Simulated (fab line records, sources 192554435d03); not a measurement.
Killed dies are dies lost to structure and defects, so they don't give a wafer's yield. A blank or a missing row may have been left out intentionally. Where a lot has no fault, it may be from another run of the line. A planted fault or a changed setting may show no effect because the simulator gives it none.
Chamber matching | flow n5Finfet | 4 sister chambers for N5_GATE_CUT_STRIP_59 on rieDiel-01
The step strips in N2/H2, time 20 s. 16 wafers are shown with their chamber, then 8 later ones without.

== WAFERS WITH THEIR CHAMBER ==
wafer  | chamber | drypumpMotorCurrentA (A) | showerheadPlenumPTorr (Torr) | throttleValvePct (%)
L078.1 | 3       | 5.4                      | 3.31                         | 12.15
L078.3 | 0       | 6.5                      | 3.42                         | 11.99
L078.6 | 0       | 6.4                      | 3.42                         | 11.97
L082.1 | 3       | 5.4                      | 3.31                         | 12.19
L082.2 | 1       | 5.9                      | 3.59                         | 11.63
L082.5 | 2       | 5.7                      | 3.47                         | 11.99
L085.3 | 3       | 5.4                      | 3.31                         | 12.17
L085.4 | 1       | 5.8                      | 3.58                         | 11.63
L085.5 | 1       | 5.8                      | 3.58                         | 11.62
L086.3 | 0       | 6.5                      | 3.40                         | 12.03
L086.4 | 2       | 5.7                      | 3.46                         | 12.04
L086.6 | 0       | 6.5                      | 3.40                         | 12.04
L090.3 | 1       | 5.8                      | 3.57                         | 11.67
L090.4 | 0       | 6.5                      | 3.40                         | 12.03
L090.6 | 1       | 5.8                      | 3.57                         | 11.66
L091.2 | 0       | 6.4                      | 3.40                         | 12.06

SIGNATURES, as means of the wafers listed above
reading               | chamber 0 | chamber 1 | chamber 2 | chamber 3 | scatter within a chamber
drypumpMotorCurrentA  | 6.467     | 5.820     | 5.700     | 5.400     | 0.0422
showerheadPlenumPTorr | 3.4067    | 3.5780    | 3.4650    | 3.3100    | 0.00848
throttleValvePct      | 12.0200   | 11.6420   | 12.0150   | 12.1700   | 0.0282
Rule: distance of a wafer from a chamber = root of the sum over the readings of ((wafer's reading minus chamber's mean) / reading's scatter) squared. If the next closest chamber is less than 2 further off than the closest, the wafer can't be placed; otherwise it belongs to the closest. The scatter: take each reading less its chamber's mean, square it, sum over the shown wafers, divide by the number of wafers less the number of chambers, and take the root.

== WAFERS WITHOUT THEIR CHAMBER ==
wafer  | drypumpMotorCurrentA (A) | showerheadPlenumPTorr (Torr) | throttleValvePct (%)
L091.4 | 6.5                      | 3.40                         | 12.05
L091.6 | 5.7                      | 3.45                         | 12.07
L094.2 | 5.8                      | 3.45                         | 12.08
L094.3 | 6.5                      | 3.39                         | 12.07
L094.6 | 6.4                      | 3.40                         | 12.06
L097.1 | 6.5                      | 3.39                         | 12.07
L097.2 | 5.4                      | 3.30                         | 11.58
L097.3 | 5.7                      | 3.45                         | 12.07

== EACH ONE'S CHAMBER ==
wafer  | from the rows above | in truth
L091.4 | 0                   | 0
L091.6 | 2                   | 2
L094.2 | 2                   | 2
L094.3 | 0                   | 0
L094.6 | 0                   | 0
L097.1 | 0                   | 0
L097.2 | 3                   | 3
L097.3 | 2                   | 2
Correctly placed: 8 of 8. From these rows, 0 cannot be placed. Wrongly placed: 0.
